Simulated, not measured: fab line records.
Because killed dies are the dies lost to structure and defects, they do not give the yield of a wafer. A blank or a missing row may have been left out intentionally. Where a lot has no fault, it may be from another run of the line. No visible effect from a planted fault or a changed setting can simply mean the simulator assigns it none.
2 desks looking at one fault    flow n5Finfet    what lay behind the numbers comes last; until then each desk has only its own

## TOOL OWNER'S DESK, rieSi-02
The tool's own readings at N5_ZERO_LAYER_ETCH_18 (etches Si in HBr/Cl2, target depth 120 nm, time 40 s): means of the sampled wafers that have a number, for each lot that ran on this tool. If a lot's mean is further than 4 standard deviations from the usual mean, the lot is out of limits and carries the mark OUT (the distance appears in the brackets).
Columns: A = drypumpMotorCurrentA at N5_ZERO_LAYER_ETCH_18, usual 6.1 A; B = oesProductAu at N5_ZERO_LAYER_ETCH_18, usual 1.007 a.u.; C = throttleValvePct at N5_ZERO_LAYER_ETCH_18, usual 36.4 %
lot   first seen here  A    B      C
L392  day 2 01:02      6.6  1.005  36.5
L397  day 3 06:55      6.4  1.015  36.7
L399  day 3 18:47      6.4  1.013  36.7
L410  day 6 13:06      6.1  1.003  36.5
L413  day 7 06:55      6.2  1.009  36.8
Finding of this desk: none of the 5 lots has anything out of limits.

## FROM THE METROLOGY DESK
Means of the sampled wafers that have a number, per lot and without regard to the tool the lot ran on: this is what the gauges read. If a lot's mean is further than 4 standard deviations from the usual mean, the lot is out of limits and carries the mark OUT (the distance appears in the brackets). It has 12 readings; the 7 that lie furthest out on some lot are the ones shown.
Columns: A = cdNm at N5_ZERO_LAYER_CD_MEAS_11, usual 2001.0 nm; B = DIBL_P at N5_BEOL_M4_RC_MEAS_101, usual 36.2 mV/V; C = IOFF_N at N5_BEOL_M4_RC_MEAS_101, usual 0.16 nA/um; D = IOFF_P at N5_BEOL_M4_RC_MEAS_101, usual 0.21 nA/um; E = ION_N at N5_BEOL_M4_RC_MEAS_101, usual 673 uA/um; F = VT_N at N5_BEOL_M4_RC_MEAS_101, usual 250 mV; G = VT_P at N5_BEOL_M4_RC_MEAS_101, usual -251 mV
lot   first seen here  A       B     C     D     E    F    G
L392  day 2 00:38      1996.7  36.6  0.16  0.22  674  250  -249
L393  day 2 06:46      2003.7  40.2  0.25  0.31  699  241  -244
L397  day 3 06:46      1999.7  37.4  0.18  0.24  683  248  -248
L399  day 3 18:38      2001.8  38.4  0.18  0.24  685  248  -247
L401  day 4 06:38      2001.6  33.5  0.12  0.18  661  252  -252
L403  day 4 18:46      2000.3  34.9  0.14  0.18  678  253  -254
L409  day 6 06:46      2003.4  34.8  0.15  0.20  671  248  -252
L410  day 6 12:38      1999.3  36.0  0.14  0.19  671  252  -252
L413  day 7 06:46      1999.3  35.8  0.14  0.16  668  253  -258
Finding of this desk: none of the 9 lots has anything out of limits.

## BROUGHT TOGETHER
The tool owner's desk saw nothing out of limits.
Metrology desk: nothing out of limits seen.

## WHAT THE SIMULATOR HAD PUT IN
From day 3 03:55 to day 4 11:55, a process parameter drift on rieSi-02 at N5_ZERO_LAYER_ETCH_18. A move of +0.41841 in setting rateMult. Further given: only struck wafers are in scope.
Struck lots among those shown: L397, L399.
